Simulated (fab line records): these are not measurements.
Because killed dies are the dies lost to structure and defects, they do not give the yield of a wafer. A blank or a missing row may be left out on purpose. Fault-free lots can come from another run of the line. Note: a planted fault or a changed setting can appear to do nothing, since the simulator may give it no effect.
Split-lot experiment | flow n5-finfet | 21 wafers read across 7 lots, on a route 1938 steps long

THE SPLIT
At N5_BEOL_M0_SAQP_COAT_08 (resist thk 90 nm), the setting spin-rpm was moved away from the recipe's 1500 rpm on 13 of the 21 wafers read, by -3.9% to +8.8%. All remaining wafers had this setting at the recipe value.

FROM THE SPLIT TO THE READING: what the file shows between them, 3 steps
- N5_BEOL_M0_SAQP_EBR_10
- N5_BEOL_M0_SAQP_SOFTBAKE_09: time 60 s
- N5_BEOL_M0_SAQP_DESCUM_19: chemistry O2, time 7.9 s

THE READING
CAR-ArF_of_BEOL_M0_SAQP_COAT_08.thk-nm (the simulator's own value, which no gauge read), in nm, at N5_BEOL_M0_SAQP_ETCH_83 (etches SiARC in CF4, target depth 39 nm, time 65 s). The file gives no usual value for it. Here, 8 wafers ran the recipe; their average is 55.5 nm with a standard deviation of 0.2 nm.

wafer  | tool, chamber at the split | spin-rpm as run, rpm | against the recipe | CAR-ArF_of_BEOL_M0_SAQP_COAT_08.thk-nm, nm | against lot-mates on the recipe
L075.2 | litho-track-03, 0          | 1500                 | recipe             | 55.4                                       | -
L075.3 | litho-track-03, 0          | 1632                 | +8.8%              | 51.8                                       | -3.6
L075.6 | litho-track-03, 0          | 1632                 | +8.8%              | 51.6                                       | -3.8
L078.2 | litho-track-02, 0          | 1628                 | +8.5%              | 52                                         | -3.4
L078.3 | litho-track-02, 0          | 1500                 | recipe             | 55.4                                       | -
L078.6 | litho-track-02, 0          | 1628                 | +8.5%              | 52.2                                       | -3.2
L079.2 | litho-track-05, 0          | 1613                 | +7.5%              | 52.2                                       | no lot-mate on the recipe
L079.5 | litho-track-05, 0          | 1613                 | +7.5%              | 52.4                                       | no lot-mate on the recipe
L079.6 | litho-track-05, 0          | 1613                 | +7.5%              | 52.4                                       | no lot-mate on the recipe
L082.1 | litho-track-03, 0          | 1442                 | -3.9%              | 57.2                                       | no lot-mate on the recipe
L082.5 | litho-track-03, 0          | 1442                 | -3.9%              | 57.4                                       | no lot-mate on the recipe
L082.6 | litho-track-03, 0          | 1442                 | -3.9%              | 57.4                                       | no lot-mate on the recipe
L083.1 | litho-track-03, 0          | 1500                 | recipe             | 55.4                                       | -
L083.6 | litho-track-03, 0          | 1500                 | recipe             | 55.4                                       | -
L083.4 | litho-track-03, 0          | 1500                 | recipe             | 55.6                                       | -
L087.1 | litho-track-02, 0          | 1500                 | recipe             | 55.8                                       | -
L087.4 | litho-track-02, 0          | 1500                 | recipe             | 55.8                                       | -
L087.5 | litho-track-02, 0          | 1444                 | -3.7%              | 57.4                                       | +1.6
L088.2 | litho-track-05, 0          | 1612                 | +7.5%              | 52                                         | -3.2
L088.5 | litho-track-05, 0          | 1612                 | +7.5%              | 52                                         | -3.2
L088.6 | litho-track-05, 0          | 1500                 | recipe             | 55.2                                       | -

FIT RESULTS
A straight line over all 21 wafers: CAR-ArF_of_BEOL_M0_SAQP_COAT_08.thk-nm changes by -0.438 nm for each +1% of spin-rpm; r = -1.00; the points scatter about the line by 0.21 nm.
The same after taking each lot's own level away (the mean of its wafers on the recipe; 15 wafers): -0.412 nm for each +1%; r = -1.00; scatter 0.13 nm.
The reading moves by 3.6 nm for the largest change in spin-rpm, on that fit.
Measured against the standard deviation above, the lots' own levels, which go from 55.20 to 55.80 nm, span 3.0 times it.
So the lot-to-lot level changes the slope little: the two slopes agree.
Check: for one of the wafers moved furthest among these (+8.8%), held out of the fit, the line's prediction against its lot-mates is -3.62 nm. Against them it came out at -3.6 nm.

THE OTHER SPLITS THESE WAFERS WENT THROUGH
Before the reading, these wafers also passed through other splits. Each is held against what the fit with the lots' levels taken away leaves over:
other split on the same wafers           | wafers away from the commonest value | r with CAR-ArF_of_BEOL_M0_SAQP_COAT_08.thk-nm (lot level and that fit taken away)
N5_MOL_CONTACT_COAG_CVD_140 target-thk-a | 8                                    | +0.16
N5_BEOL_M0_SAQP_ILD_DEP_01 time-s        | 8                                    | +0.16

THE WHOLE CHAIN: every reading that the file lists as answering this split, in the file's order
step                    | what it does                                       | reading                                                                                 | change (the file's fit)               | r (the file's)
N5_BEOL_M0_SAQP_COAT_08 | resist thk 90 nm                                   | CAR-ArF_of_BEOL_M0_SAQP_COAT_08.thk-nm (the simulator's own value, which no gauge read) | -0.416 nm for each +1% of the setting | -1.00
N5_BEOL_M0_SAQP_ETCH_83 | etches SiARC in CF4, target depth 39 nm, time 65 s | CAR-ArF_of_BEOL_M0_SAQP_COAT_08.thk-nm (the simulator's own value, which no gauge read) | -0.412 nm for each +1% of the setting | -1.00

FILE'S OWN FIT
CAR-ArF_of_BEOL_M0_SAQP_COAT_08.thk-nm changes by -0.412 nm for each +1% of spin-rpm, r = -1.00.
